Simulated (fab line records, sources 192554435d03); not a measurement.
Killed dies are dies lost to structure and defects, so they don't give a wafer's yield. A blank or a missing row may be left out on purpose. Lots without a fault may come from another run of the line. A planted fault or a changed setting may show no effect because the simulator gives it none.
fab line records | flow n5_finfet
record lots=23 wafers=69 last_day=19
route steps=1938 shown BEOL_M7@1323 BEOL_M8@1346 BEOL_M9@1405
lots that met no fault: from a run of the same line without faults
start_h: hours from the record's first day to the start of the lot's first wafer shown | wait_h: hours since the lot's step before | " the same as in the row above | L1.1+2: a row that stands for several wafers | - no value, or no start given | * or withheld: withheld | < > ~ a bound
route shown NAME@n: a module of which the file shows steps, and the number in the route of the first | usual: mean/standard deviation of fault-free wafers | same: alike in all rows | chamber/n: place in a boat | sites: the reading at each site | _std_site: their standard deviation | _edge_site: outer sites' mean less inner sites' | radius_mm: how far each site lies from the wafer's centre | mask NAME#n: copy n | behind: the tool/chamber that last shaped the wafer | hold: why the lot was held/for how many hours/how that ended | device: the transistor (n, p or np) that didn't switch | end of line: the same wafers' tests at the end of the route | a step without rows: its recipe alone | killed: dies lost to structure and defects at the first sort, not the wafer's yield | map: a wafer's dies, x killed, . not, _ none there
set.NAME: the setting as run; set.NAME@STEP: as run at that earlier step | model.NAME: the simulator's own value behind a step, which no gauge read
steps of the route over a sample of lots; a table a step, a row a wafer
services: from which hour (start_h, from the record's first day; less than 0 if before it) a tool's chamber was out of use, for how many hours, and why
## steps
# step N5_BEOL_M7_SPUTTER_48
# recipe material=Cu target_thk_a=100 temp_c=-20 bias_v=60 power_w=26000 chamber_pressure_pa=0.13 time_s=1.667
# usual bias_v=59.9/0.51 chamber_pressure_pa=0.13001/0.00026 chuck_sensor_temp_C=-16.0/0.62 throttle_valve_pct=30.1/1.4
# columns lot.wafer tool chamber start_h wait_h bias_v chamber_pressure_pa chuck_sensor_temp_C throttle_valve_pct
L074.2 pvd_sputter-03 - 205.58 0.1 60.1 0.13001 -16.1 27.9
L074.3 " - " " 59.4 0.12995 -16.3 29.5
L074.5 " - " " 59.8 0.13032 -16.0 27.7
L075.3 pvd_sputter-01 - 211.49 0.1 60.0 0.12985 -16.4 30.7
L075.4 " - " " 60.5 0.12972 -15.8 31.1
L075.6 " - " " 60.0 0.13012 -16.5 30.6
L077.1 pvd_sputter-03 - 258.38 1.4 60.8 0.13013 -16.1 29.0
L077.2 " - " " 59.3 0.13013 -16.3 27.7
L077.5 " - " " 59.4 0.12991 -16.0 28.0
L078.2 pvd_sputter-02 - 261.24 0.7 60.3 0.13012 -15.1 31.5
L078.3 " - " " 60.2 0.13011 -16.9 30.1
L078.6 " - " " 60.4 0.1301 -16.0 31.3
L076.1 pvd_sputter-02 - 268.11 0.1 60.7 0.13014 -16.2 31.3
L076.5 " - " " 59.7 0.12996 -15.7 29.0
L076.6 " - " " 59.2 0.1301 -17.0 30.1
L083.1 pvd_sputter-02 - 271.32 0.2 60.1 0.1306 -15.7 28.9
L083.2 " - " " 59.3 0.12982 -17.1 29.8
L083.5 " - " " 60.3 0.13007 -16.1 31.2
L080.1 pvd_sputter-01 - 280.35 0.1 60.1 0.12997 -15.6 28.5
L080.3 " - " " 60.0 0.13055 -17.3 32.8
L080.4 " - " " 58.6 0.13018 -16.6 30.6
L079.1 pvd_sputter-03 - 288.75 0.1 60.5 0.12973 -15.2 29.0
L079.2 " - " " 60.8 0.13015 -16.3 29.8
L079.3 " - " " 59.9 0.13026 -16.1 29.0
L082.1 pvd_sputter-01 - 289.42 0.1 60.1 0.13012 -17.5 32.9
L082.2 " - " " 60.8 0.12983 -15.5 28.5
L082.5 " - " " 60.5 0.13037 -17.5 32.5
L084.2 pvd_sputter-03 - 301.02 0.1 59.1 0.13012 -16.2 29.6
L084.4 " - " " 59.9 0.12969 -16.1 29.0
L084.6 " - " " 61.3 0.13007 -15.4 29.2
L086.1 pvd_sputter-01 - 308.37 0.2 59.3 0.1302 -15.8 30.8
L086.2 " - " " 59.2 0.12989 -16.4 30.9
L086.4 " - " " 59.9 0.1301 -17.4 32.8
L085.3 pvd_sputter-01 - 308.45 0.1 60.5 0.1296 -15.9 31.2
L085.5 " - " " 60.3 0.13042 -17.3 32.9
L085.6 " - " " 59.9 0.12967 -15.8 30.8
L087.4 pvd_sputter-02 - 313.00 0.0 59.7 0.13021 -15.5 28.7
L087.5 " - " " 59.6 0.13003 -16.0 31.3
L087.6 " - " " 59.9 0.13041 -15.1 31.6
L088.1 pvd_sputter-03 - 313.70 0.1 60.5 0.13006 -15.3 29.0
L088.2 " - " " 59.6 0.13002 -16.1 27.6
L088.4 " - " " 59.5 0.13027 -16.1 29.0
L091.1 pvd_sputter-01 - 328.71 0.2 59.8 0.1301 -15.7 28.7
L091.3 " - " " 59.8 0.13069 -17.3 32.8
L091.6 " - " " 61.1 0.13016 -17.2 32.9
L089.1 pvd_sputter-01 - 337.19 0.1 61.0 0.12998 -17.3 32.7
L089.3 " - " " 60.4 0.13026 -15.6 28.7
L089.5 " - " " 59.2 0.12975 -15.6 28.3
L093.1 pvd_sputter-03 - 345.23 0.1 60.0 0.13003 -16.1 29.0
L093.3 " - " " 60.0 0.13009 -15.2 29.1
L093.5 " - " " 60.0 0.12978 -15.6 28.7
L090.1 pvd_sputter-02 - 348.01 0.1 59.9 0.13028 -16.9 30.2
L090.2 " - " " 59.8 0.1299 -15.6 28.7
L090.4 " - " " 59.6 0.12999 -16.1 31.6
L094.1 pvd_sputter-02 - 356.01 1.3 59.5 0.13029 -16.0 31.6
L094.2 " - " " 60.0 0.12956 -15.4 31.4
L094.5 " - " " 60.8 0.13021 -15.1 31.5
L092.3 pvd_sputter-03 - 358.00 0.2 59.8 0.12992 -16.0 29.1
L092.4 " - " " 59.2 0.12954 -16.1 29.8
L092.5 " - " " 60.2 0.13 -16.0 29.0
L095.1 pvd_sputter-03 - 362.69 0.1 59.8 0.12993 -16.3 27.8
L095.5 " - " " 59.6 0.1302 -16.1 28.1
L095.6 " - " " 60.0 0.13018 -15.5 28.8
L096.3 pvd_sputter-02 - 376.16 0.2 59.3 0.12984 -15.6 28.8
L096.5 " - " " 59.6 0.12991 -17.0 30.2
L096.6 " - " " 59.0 0.12931 -15.3 31.6
L097.1 pvd_sputter-02 - 380.80 0.4 59.7 0.12957 -15.9 31.5
L097.3 " - " " 59.2 0.12975 -16.9 30.0
L097.5 " - " " 60.2 0.12972 -16.0 31.6
# step N5_BEOL_M8_OVL_MEAS_12
# recipe points_per_wafer=44
# usual M8_OVL=0.1/0.69
# columns lot.wafer tool chamber start_h wait_h M8_OVL[nm]
L074.2 overlay-01 0 210.58 0.0 -1.5
L074.3 " 0 " " -1.0
L074.5 " 0 " " -1.2
L075.3 overlay-01 0 213.96 0.0 -1.0
L075.4 " 0 " " 0.2
L075.6 " 0 " " 0.2
L077.1 overlay-02 0 262.78 0.0 0.5
L077.2 " 0 " " -0.1
L077.5 " 0 " " -0.3
L078.2 overlay-01 0 263.89 0.0 0.5
L078.3 " 0 " " -0.1
L078.6 " 0 " " -0.4
L076.1 overlay-02 0 272.15 0.0 0.7
L076.5 " 0 " " 0.0
L076.6 " 0 " " 0.4
L083.1 overlay-01 0 275.50 0.0 0.5
L083.2 " 0 " " 1.2
L083.5 " 0 " " 1.5
L080.1 overlay-01 0 284.35 0.0 -0.4
L080.3 " 0 " " -1.3
L080.4 " 0 " " -0.9
L079.1 overlay-01 0 294.50 0.0 0.2
L079.2 " 0 " " 1.0
L079.3 " 0 " " 1.1
L082.1 overlay-01 0 294.87 0.0 -0.3
L082.2 " 0 " " -0.8
L082.5 " 0 " " -1.6
L084.2 overlay-02 0 304.22 0.0 -0.3
L084.4 " 0 " " 0.3
L084.6 " 0 " " 1.3
L086.1 overlay-01 0 312.09 0.0 0.6
L086.2 " 0 " " 0.7
L086.4 " 0 " " 0.1
L085.3 overlay-02 0 312.41 0.0 0.4
L085.5 " 0 " " 0.4
L085.6 " 0 " " 0.3
L087.4 overlay-02 0 316.99 0.0 -0.4
L087.5 " 0 " " -0.5
L087.6 " 0 " " 0.1
L088.1 overlay-02 0 317.55 0.0 -0.9
L088.2 " 0 " " 0.0
L088.4 " 0 " " 0.1
L091.1 overlay-01 0 331.42 0.0 0.0
L091.3 " 0 " " 0.2
L091.6 " 0 " " -0.1
L089.1 overlay-02 0 340.35 0.0 -0.6
L089.3 " 0 " " -0.3
L089.5 " 0 " " 0.7
L093.1 overlay-02 0 348.40 0.0 0.1
L093.3 " 0 " " 0.2
L093.5 " 0 " " 0.2
L090.1 overlay-02 0 352.26 0.0 -0.4
L090.2 " 0 " " 0.2
L090.4 " 0 " " 0.3
L094.1 overlay-02 0 361.58 0.0 -0.1
L094.2 " 0 " " -0.3
L094.5 " 0 " " 0.4
L092.3 overlay-02 0 361.87 0.0 0.8
L092.4 " 0 " " 1.2
L092.5 " 0 " " 0.2
L095.1 overlay-02 0 366.10 0.0 0.7
L095.5 " 0 " " 1.3
L095.6 " 0 " " 0.8
L096.3 overlay-01 0 379.16 0.0 -0.5
L096.5 " 0 " " 0.0
L096.6 " 0 " " -0.8
L097.1 overlay-01 0 383.57 0.0 -1.2
L097.3 " 0 " " -1.3
L097.5 " 0 " " -1.2
# step N5_BEOL_M8_INSPECT_13
# recipe mode=adi inspect_instrument=brightfield
# usual raw_defect_count=470/120
# columns lot.wafer tool chamber start_h wait_h raw_defect_count
L074.2 defect_inspect-02 - 210.60 0.0 364
L074.3 " - " " 417
L074.5 " - " " 330
L075.3 defect_inspect-01 - 213.98 0.0 384
L075.4 " - " " 317
L075.6 " - " " 369
L077.1 defect_inspect-02 - 262.81 0.0 485
L077.2 " - " " 465
L077.5 " - " " 408
L078.2 defect_inspect-02 - 263.92 0.0 334
L078.3 " - " " 482
L078.6 " - " " 443
L076.1 defect_inspect-02 - 272.17 0.0 805
L076.5 " - " " 468
L076.6 " - " " 526
L083.1 defect_inspect-02 - 275.52 0.0 464
L083.2 " - " " 563
L083.5 " - " " 516
L080.1 defect_inspect-02 - 284.37 0.0 655
L080.3 " - " " 574
L080.4 " - " " 584
L079.1 defect_inspect-02 - 294.52 0.0 439
L079.2 " - " " 499
L079.3 " - " " 411
L082.1 defect_inspect-01 - 294.90 0.0 382
L082.2 " - " " 671
L082.5 " - " " 566
L084.2 defect_inspect-01 - 304.25 0.0 554
L084.4 " - " " 368
L084.6 " - " " 399
L086.1 defect_inspect-01 - 312.11 0.0 551
L086.2 " - " " 533
L086.4 " - " " 474
L085.3 defect_inspect-02 - 312.44 0.0 621
L085.5 " - " " 338
L085.6 " - " " 369
L087.4 defect_inspect-02 - 317.01 0.0 275
L087.5 " - " " 332
L087.6 " - " " 443
L088.1 defect_inspect-02 - 317.57 0.0 453
L088.2 " - " " 541
L088.4 " - " " 592
L091.1 defect_inspect-01 - 331.44 0.0 551
L091.3 " - " " 583
L091.6 " - " " 480
L089.1 defect_inspect-01 - 340.37 0.0 545
L089.3 " - " " 519
L089.5 " - " " 479
L093.1 defect_inspect-02 - 348.42 0.0 541
L093.3 " - " " 674
L093.5 " - " " 495
L090.1 defect_inspect-02 - 352.28 0.0 453
L090.2 " - " " 464
L090.4 " - " " 510
L094.1 defect_inspect-02 - 361.61 0.0 425
L094.2 " - " " 368
L094.5 " - " " 594
L092.3 defect_inspect-01 - 361.89 0.0 518
L092.4 " - " " 292
L092.5 " - " " 519
L095.1 defect_inspect-01 - 366.13 0.0 338
L095.5 " - " " 546
L095.6 " - " " 342
L096.3 defect_inspect-01 - 379.18 0.0 500
L096.5 " - " " 468
L096.6 " - " " 389
L097.1 defect_inspect-01 - 383.59 0.0 411
L097.3 " - " " 348
L097.5 " - " " 363
# step N5_BEOL_M8_STRIP_67
# recipe chemistry=CF4 resist=SiARC power_w=300 bias_power_w=75 pressure_mtorr=50 cf4_flow_sccm=150 rf_frequency_hz=6e+07
# usual bias_power_w=75.04/0.25 chamber_pressure_mTorr=50.00/0.05 drypump_motor_current_A=5.6/0.47 oes_product_au=0.80/0.075 rf_vpp_V=271.4/1.5 showerhead_plenum_p_Torr=1.80/0.052 throttle_valve_pct=13.56/0.25
# columns lot.wafer tool chamber start_h wait_h bias_power_w chamber_pressure_mTorr drypump_motor_current_A oes_product_au rf_hours_counter_h rf_vpp_V showerhead_plenum_p_Torr throttle_valve_pct
L074.2 rie_diel-02 3 211.08 0.0 75.24 50.04 5.7 0.91 20 270.8 1.76 13.26
L074.3 " 0 " " 74.87 50.01 6.3 0.80 92 272.7 1.82 13.82
L074.5 " 3 " " 75.12 50.01 5.7 0.91 - 271.4 1.76 13.28
L075.3 rie_diel-02 0 214.27 0.0 74.72 49.93 6.3 0.81 94 270.3 1.82 13.83
L075.4 " 2 " " 74.87 49.95 5.3 0.75 - 271.5 1.85 13.35
L075.6 " 3 " " 75.17 50.00 5.7 0.91 - 271.7 1.76 13.28
L077.1 rie_diel-04 1 263.08 0.0 74.77 49.98 5.7 0.73 206 271.2 1.75 13.73
L077.2 " 0 " " 74.98 50.06 5.8 0.68 239 271.1 1.84 13.67
L077.5 " 0 " " 74.89 49.96 5.8 0.68 - 271.6 1.84 13.68
L078.2 rie_diel-04 1 264.35 0.0 75.15 50.03 5.7 0.73 207 271.5 1.76 13.73
L078.3 " 3 " " 75.13 49.89 6.0 0.87 47 271.5 1.81 13.50
L078.6 " 1 " " 75.26 50.02 5.7 0.73 - 270.8 1.75 13.72
L076.1 rie_diel-03 0 272.44 0.0 74.82 50.07 5.0 0.81 73 273.0 1.81 13.55
L076.5 " 2 " " 75.20 49.92 5.2 0.70 - 268.8 1.72 13.99
L076.6 " 0 " " 74.98 49.96 5.0 0.81 - 272.4 1.81 13.55
L083.1 rie_diel-04 0 275.79 0.0 74.98 49.93 5.8 0.68 243 272.9 1.84 13.68
L083.2 " 1 " " 75.03 50.06 5.7 0.72 211 270.8 1.75 13.73
L083.5 " 1 " " 74.81 50.03 5.7 0.73 - 270.7 1.75 13.73
L080.1 rie_diel-03 3 285.10 0.0 75.48 49.99 4.9 0.87 46 272.1 1.89 13.36
L080.3 " 2 " " 74.93 49.95 5.2 0.69 221 269.7 1.72 13.99
L080.4 " 0 " " 74.94 50.00 5.0 0.81 79 272.8 1.81 13.55
L079.1 rie_diel-02 3 294.79 0.0 75.05 49.99 5.7 0.87 48 268.9 1.76 13.36
L079.2 " 0 " " 74.91 50.04 6.3 0.78 121 271.7 1.81 13.91
L079.3 " 2 " " 74.96 49.88 5.2 0.73 162 271.8 1.85 13.43
L082.1 rie_diel-03 0 295.33 0.0 75.09 50.01 5.0 0.80 82 273.6 1.81 13.58
L082.2 " 3 " " 75.01 50.07 4.8 0.85 49 273.8 1.89 13.38
L082.5 " 2 " " 75.16 50.02 5.2 0.69 - 269.0 1.72 13.97
L084.2 rie_diel-04 2 304.52 0.0 75.51 50.05 6.2 0.87 41 274.2 1.89 13.33
L084.4 " 3 " " 75.38 49.95 6.0 0.86 - 272.2 1.81 13.54
L084.6 " 2 " " 75.16 50.03 6.2 0.87 - 275.3 1.89 13.34
L086.1 rie_diel-02 1 312.61 0.0 74.82 49.99 5.5 0.91 30 270.4 1.76 13.49
L086.2 " 2 " " 75.01 50.07 5.2 0.73 169 272.7 1.84 13.42
L086.4 " 3 " " 75.38 50.05 5.7 0.85 55 270.7 1.75 13.35
L085.3 rie_diel-04 3 313.06 0.0 75.10 50.06 6.0 0.85 62 273.2 1.81 13.54
L085.5 " 2 " " 75.03 50.04 6.2 0.86 - 273.4 1.89 13.33
L085.6 " 3 " " 75.02 50.07 6.0 0.85 - 269.6 1.81 13.55
L087.4 rie_diel-02 3 317.28 0.0 75.14 49.98 5.7 0.85 56 271.0 1.75 13.37
L087.5 " 3 " " 75.18 49.96 5.7 0.85 - 269.6 1.75 13.34
L087.6 " 0 " " 74.91 50.07 6.3 0.78 - 270.9 1.81 13.91
L088.1 rie_diel-03 0 318.23 0.0 75.17 49.92 5.0 0.79 91 271.4 1.81 13.60
L088.2 " 3 " " 75.22 49.95 4.8 0.85 58 274.7 1.88 13.40
L088.4 " 2 " " 75.38 49.90 5.2 0.69 232 270.0 1.72 14.00
L091.1 rie_diel-02 1 331.72 0.0 74.88 50.01 5.5 0.89 37 271.4 1.76 13.50
L091.3 " 0 " " 74.75 50.05 6.3 0.77 134 270.8 1.81 13.92
L091.6 " 1 " " 74.77 50.08 5.5 0.89 - 270.4 1.76 13.52
L089.1 rie_diel-02 0 341.51 0.0 74.99 49.97 6.3 0.77 139 271.1 1.81 13.92
L089.3 " 2 " " 74.73 50.03 5.2 0.72 181 273.2 1.84 13.47
L089.5 " 2 " " 75.17 50.01 5.2 0.72 - 271.3 1.84 13.46
L093.1 rie_diel-03 3 349.16 0.0 75.00 49.98 4.8 0.83 65 273.9 1.88 13.41
L093.3 " 2 " " 74.74 50.00 5.2 0.69 240 270.4 1.71 14.02
L093.5 " 2 " " 75.22 50.00 5.2 0.68 - 268.0 1.71 14.04
L090.1 rie_diel-02 0 352.56 0.0 74.87 50.13 6.3 0.76 146 271.2 1.80 13.94
L090.2 " 2 " " 75.09 49.95 5.2 0.71 188 272.2 1.84 13.46
L090.4 " 2 " " 75.20 50.04 5.2 0.71 - 270.4 1.84 13.48
L094.1 rie_diel-02 1 361.88 0.0 75.23 50.07 5.5 0.87 53 269.8 1.75 13.54
L094.2 " 0 " " 74.99 49.92 6.3 0.76 150 269.9 1.80 13.94
L094.5 " 2 " " 75.09 49.93 5.2 0.71 - 271.4 1.84 13.48
L092.3 rie_diel-04 1 362.16 0.0 74.89 50.02 5.7 0.70 244 269.7 1.75 13.80
L092.4 " 2 " " 74.97 50.11 6.2 0.84 65 272.4 1.88 13.40
L092.5 " 2 " " 75.15 49.96 6.2 0.84 - 273.6 1.88 13.40
L095.1 rie_diel-02 3 366.47 0.0 74.55 50.02 5.7 0.83 64 270.2 1.75 13.37
L095.5 " 0 " " 75.47 50.00 6.3 0.75 - 269.8 1.80 13.95
L095.6 " 3 " " 74.67 50.02 5.7 0.83 - 270.7 1.75 13.36
L096.3 rie_diel-02 3 379.45 0.0 74.91 50.06 5.7 0.84 69 270.5 1.75 13.39
L096.5 " 3 " " 74.72 50.02 5.7 0.84 - 269.2 1.75 13.38
L096.6 " 2 " " 74.92 50.05 5.2 0.71 - 273.3 1.84 13.50
L097.1 rie_diel-03 1 383.87 0.0 74.87 49.95 5.8 0.88 33 270.8 1.75 13.09
L097.3 " 0 " " 75.04 49.97 5.0 0.77 111 270.7 1.80 13.65
L097.5 " 3 " " 74.86 49.99 4.8 0.82 - 271.9 1.88 13.43
# step N5_BEOL_M9_HM_DEP_02
# recipe material=TiN target_thk_a=200 temp_c=25 chamber_pressure_pa=0.49996
# usual chamber_pressure_pa=0.5000/0.00095 throttle_valve_pct=30.0/1.4
# columns lot.wafer tool chamber start_h wait_h chamber_pressure_pa throttle_valve_pct
L074.2 pvd_sputter-02 - 219.38 1.4 0.5000 31.3
L074.3 " - " " 0.5004 30.0
L074.5 " - " " 0.5002 30.1
L075.3 pvd_sputter-03 - 219.60 0.2 0.5009 27.9
L075.4 " - " " 0.5009 29.4
L075.6 " - " " 0.5002 29.6
L077.1 pvd_sputter-02 - 271.82 1.4 0.4992 31.4
L077.2 " - " " 0.5016 31.3
L077.5 " - " " 0.5003 28.8
L078.2 pvd_sputter-03 - 271.95 0.5 0.4996 28.9
L078.3 " - " " 0.5019 29.7
L078.6 " - " " 0.5017 28.1
L076.1 pvd_sputter-03 - 279.67 0.8 0.5005 28.7
L076.5 " - " " 0.5006 28.9
L076.6 " - " " 0.4994 27.7
L083.1 pvd_sputter-01 - 284.16 1.6 0.4998 32.7
L083.2 " - " " 0.4994 30.8
L083.5 " - " " 0.4999 30.4
L080.1 pvd_sputter-03 - 294.57 2.9 0.5007 28.8
L080.3 " - " " 0.5005 27.6
L080.4 " - " " 0.4981 28.9
L079.1 pvd_sputter-01 - 303.32 1.9 0.5004 30.7
L079.2 " - " " 0.4982 32.6
L079.3 " - " " 0.4992 30.8
L082.1 pvd_sputter-01 - 303.42 1.6 0.4993 30.9
L082.2 " - " " 0.4990 28.5
L082.5 " - " " 0.4995 32.7
L084.2 pvd_sputter-03 - 311.58 1.5 0.5010 29.5
L084.4 " - " " 0.5010 29.0
L084.6 " - " " 0.5011 27.6
L086.1 pvd_sputter-01 - 320.99 1.7 0.4992 28.5
L086.2 " - " " 0.4994 30.6
L086.4 " - " " 0.5003 30.8
L085.3 pvd_sputter-01 - 321.97 0.9 0.5014 30.9
L085.5 " - " " 0.5002 28.5
L085.6 " - " " 0.5014 30.8
L088.1 pvd_sputter-02 - 325.62 0.4 0.4991 29.0
L088.2 " - " " 0.5001 31.1
L088.4 " - " " 0.5002 30.1
L087.4 pvd_sputter-01 - 325.84 0.3 0.5006 33.0
L087.5 " - " " 0.4989 28.5
L087.6 " - " " 0.4999 31.1
L091.1 pvd_sputter-01 - 340.13 0.5 0.4991 32.7
L091.3 " - " " 0.4998 30.9
L091.6 " - " " 0.5015 32.6
L089.1 pvd_sputter-02 - 350.88 1.4 0.4994 30.0
L089.3 " - " " 0.5000 29.0
L089.5 " - " " 0.4993 30.4
L093.1 pvd_sputter-01 - 356.97 1.0 0.5002 30.6
L093.3 " - " " 0.5009 30.8
L093.5 " - " " 0.5008 28.7
L090.1 pvd_sputter-02 - 361.66 1.6 0.4992 31.3
L090.2 " - " " 0.5001 31.1
L090.4 " - " " 0.4996 28.8
L094.1 pvd_sputter-02 - 369.40 1.7 0.5000 31.4
L094.2 " - " " 0.5009 31.3
L094.5 " - " " 0.4986 31.4
L092.3 pvd_sputter-03 - 371.25 0.9 0.4990 28.8
L092.4 " - " " 0.5008 28.8
L092.5 " - " " 0.5011 27.8
L095.1 pvd_sputter-02 - 375.04 0.9 0.5007 28.6
L095.5 " - " " 0.4998 30.0
L095.6 " - " " 0.5002 31.3
L096.3 pvd_sputter-02 - 385.74 1.9 0.4997 28.6
L096.5 " - " " 0.5002 31.5
L096.6 " - " " 0.4991 31.2
L097.1 pvd_sputter-01 - 392.62 1.1 0.4995 32.8
L097.3 " - " " 0.5003 28.5
L097.5 " - " " 0.5026 31.2
# step N5_BEOL_M9_STRIP_19
# recipe chemistry=O2 power_w=400 temp_c=40 pressure_mtorr=30 rf_frequency_hz=6e+07 bias_power_w=0 overash_fraction=0.2 o2_flow_sccm=225
# usual chamber_pressure_mTorr=30.00/0.033 drypump_motor_current_A=5.79/0.29 oes_product_au=0.78/0.076 rf_vpp_V=3.6/0.61 showerhead_plenum_p_Torr=2.08/0.065 temp_c=39.99/0.11 throttle_valve_pct=16.61/0.28
# same bias_power_w=0
# columns lot.wafer tool chamber start_h wait_h chamber_pressure_mTorr drypump_motor_current_A oes_product_au rf_hours_counter_h rf_vpp_V showerhead_plenum_p_Torr temp_c throttle_valve_pct
L074.2 rie_diel-01 2 220.95 0.2 30.03 5.67 0.69 217 3.9 2.15 39.86 16.89
L074.3 " 0 " " 29.99 5.66 0.82 79 3.3 2.05 40.14 16.30
L074.5 " 1 " " 30.00 6.11 0.82 - 4.4 2.10 40.14 16.52
L075.3 rie_diel-06 2 221.42 0.1 30.02 6.03 0.76 134 3.4 2.04 40.05 16.88
L075.4 " 0 " " 29.97 5.92 0.74 157 3.2 2.15 39.89 16.59
L075.6 " 1 " " 29.99 6.24 0.74 - 4.2 1.97 39.86 16.46
L077.1 rie_diel-06 1 272.66 0.1 30.06 6.26 0.71 234 3.3 1.97 40.15 16.46
L077.2 " 3 " " 29.96 5.40 0.80 73 3.7 2.18 40.08 16.54
L077.5 " 2 " " 30.03 6.00 0.74 - 3.4 2.04 40.03 16.92
L078.2 rie_diel-06 3 272.95 0.1 30.02 5.41 0.82 73 4.1 2.18 39.90 16.54
L078.3 " 0 " " 30.02 5.90 0.72 171 3.0 2.15 40.05 16.61
L078.6 " 0 " " 29.96 5.90 0.73 - 2.6 2.15 40.15 16.60
L076.1 rie_diel-06 0 281.11 0.1 29.99 5.91 0.73 173 4.5 2.15 39.77 16.62
L076.5 " 1 " " 30.04 6.26 0.71 - 4.0 1.97 40.14 16.47
L076.6 " 0 " " 30.04 5.90 0.72 - 3.3 2.15 39.91 16.64
L083.1 rie_diel-01 1 285.53 0.2 29.97 6.11 0.82 93 3.0 2.09 39.94 16.56
L083.2 " 0 " " 30.03 5.69 0.80 100 5.1 2.04 40.16 16.34
L083.5 " 1 " " 29.98 6.10 0.81 - 3.8 2.09 40.09 16.56
L080.1 rie_diel-01 1 295.54 0.1 29.98 6.14 0.82 96 4.1 2.09 39.93 16.56
L080.3 " 3 " " 29.99 5.85 0.86 35 4.2 2.11 40.01 16.14
L080.4 " 2 " " 29.98 5.66 0.69 241 4.2 2.15 39.97 16.94
L079.1 rie_diel-01 2 304.16 0.1 30.08 5.66 0.68 244 3.9 2.14 39.95 16.95
L079.2 " 0 " " 30.05 5.64 0.78 106 2.9 2.04 40.08 16.35
L079.3 " 3 " " 29.98 5.83 0.86 38 2.8 2.10 40.03 16.14
L082.1 rie_diel-01 2 304.26 0.1 30.00 5.68 0.69 244 3.2 2.14 39.93 16.95
L082.2 " 3 " " 29.93 5.84 0.88 38 4.0 2.10 40.13 16.15
L082.5 " 0 " " 30.01 5.69 0.79 - 3.1 2.04 39.99 16.36
L084.2 rie_diel-05 3 312.97 0.1 30.10 5.75 0.79 124 3.7 2.01 40.03 16.27
L084.4 " 0 " " 30.03 5.78 0.71 222 3.9 2.07 39.87 16.88
L084.6 " 1 " " 30.04 5.16 0.69 - 3.4 1.99 39.87 17.04
L086.1 rie_diel-01 3 321.83 0.1 30.01 5.87 0.85 44 2.9 2.10 40.11 16.17
L086.2 " 1 " " 29.97 6.12 0.81 105 2.7 2.09 39.99 16.57
L086.4 " 1 " " 30.00 6.12 0.79 - 3.1 2.09 39.73 16.59
L085.3 rie_diel-06 2 323.39 0.2 30.00 5.99 0.74 159 4.1 2.03 39.95 16.92
L085.5 " 0 " " 29.97 5.88 0.72 - 4.1 2.15 39.90 16.64
L085.6 " 1 " " 29.95 6.24 0.71 - 4.3 1.96 40.12 16.50
L088.1 rie_diel-06 2 326.84 0.1 30.01 6.01 0.74 161 2.6 2.03 40.00 16.94
L088.2 " 3 " " 30.02 5.43 0.81 88 3.7 2.17 40.05 16.59
L088.4 " 1 " " 30.05 6.26 0.71 247 4.0 1.96 39.98 16.50
L087.4 rie_diel-01 3 326.87 0.1 30.01 5.84 0.85 - 3.4 2.10 40.04 16.16
L087.5 " 0 " " 30.02 5.69 0.78 - 3.0 2.04 39.92 16.37
L087.6 " 1 " " 30.00 6.14 0.79 - 3.7 2.09 40.16 16.59
L091.1 rie_diel-06 3 341.11 0.2 29.95 5.42 0.79 92 2.8 2.17 40.01 16.57
L091.3 " 0 " " 30.03 5.90 0.72 190 4.2 2.14 39.84 16.65
L091.6 " 2 " " 29.97 6.00 0.75 - 2.6 2.03 40.12 16.91
L089.1 rie_diel-05 0 352.50 0.2 30.01 5.79 0.69 235 3.3 2.07 40.00 16.90
L089.3 " 1 " " 30.01 5.19 0.67 223 3.2 1.99 39.92 17.09
L089.5 " 1 " " 29.96 5.19 0.67 - 4.3 1.99 40.13 17.08
L093.1 rie_diel-05 2 357.94 0.1 30.02 5.67 0.93 22 3.1 2.08 40.00 16.81
L093.3 " 3 " " 30.06 5.76 0.78 139 4.0 2.00 39.91 16.33
L093.5 " 2 " " 29.96 5.67 0.93 - 3.4 2.08 40.06 16.80
L090.1 rie_diel-06 0 362.98 0.1 30.03 5.89 0.71 200 4.1 2.14 40.12 16.67
L090.2 " 3 " " 29.99 5.42 0.79 101 3.4 2.17 39.99 16.61
L090.4 " 1 " " 30.01 6.27 1.01 1 3.7 2.22 39.85 16.00
L094.1 rie_diel-06 3 370.29 0.1 30.00 5.39 0.79 104 3.4 2.17 39.83 16.58
L094.2 " 1 " " 30.00 6.26 0.99 4 2.8 2.22 40.00 16.00
L094.5 " 1 " " 29.96 6.29 0.99 - 4.0 2.22 40.15 16.02
L092.3 rie_diel-05 2 372.22 0.1 29.98 5.66 0.93 26 5.5 2.08 40.10 16.81
L092.4 " 3 " " 30.11 5.75 0.78 143 3.7 2.00 40.01 16.33
L092.5 " 1 " " 30.00 5.14 0.68 - 2.7 1.99 39.99 17.12
L095.1 rie_diel-05 2 376.00 0.1 30.04 5.64 0.92 27 4.0 2.08 40.11 16.82
L095.5 " 0 " " 30.00 5.77 0.70 - 2.4 2.07 39.86 16.92
L095.6 " 3 " " 29.97 5.76 0.78 - 3.1 2.00 40.07 16.33
L096.3 rie_diel-05 3 387.10 0.1 29.98 5.77 0.77 147 3.7 2.00 40.05 16.33
L096.5 " 3 " " 29.97 5.78 0.77 - 2.9 2.00 39.96 16.33
L096.6 " 2 " " 30.06 5.62 0.92 - 3.6 2.08 40.18 16.83
L097.1 rie_diel-01 1 393.59 0.1 30.02 6.12 0.77 127 3.5 2.08 40.25 16.62
L097.3 " 2 " " 30.01 5.66 0.91 17 3.9 2.14 40.17 16.53
L097.5 " 1 " " 29.97 6.12 0.76 - 3.1 2.08 40.00 16.61
## services
# columns tool chamber start_h hours kind
rie_diel-06 - 185.73 0.7 repair
rie_diel-01 3 191.61 6.5 repair
rie_diel-02 1 191.74 - clean
rie_diel-02 1 191.74 - consumable_replace:focus_ring
rie_diel-02 1 191.74 22.8 scheduled_down
rie_diel-02 1 191.74 22.8 vent_cycle
rie_diel-03 0 201.11 2.7 repair
rie_diel-01 1 226.27 14.9 repair
rie_diel-01 3 231.16 2.1 repair
rie_diel-01 1 243.55 4.0 repair
rie_diel-04 2 244.17 16.4 repair
rie_diel-05 2 283.64 2.9 repair
rie_diel-02 1 286.15 11.8 repair
rie_diel-05 2 290.80 7.5 repair
rie_diel-02 3 333.88 28.2 repair
rie_diel-06 1 338.94 - clean
rie_diel-06 1 338.94 - consumable_replace:focus_ring
rie_diel-06 1 338.94 - consumable_replace:showerhead
rie_diel-06 1 338.94 19.4 scheduled_down
rie_diel-06 1 338.94 19.4 vent_cycle
rie_diel-05 2 344.91 8.1 repair
rie_diel-01 1 352.91 9.1 repair
rie_diel-03 1 359.08 5.1 repair
rie_diel-01 0 360.33 9.2 repair
## key
fault none
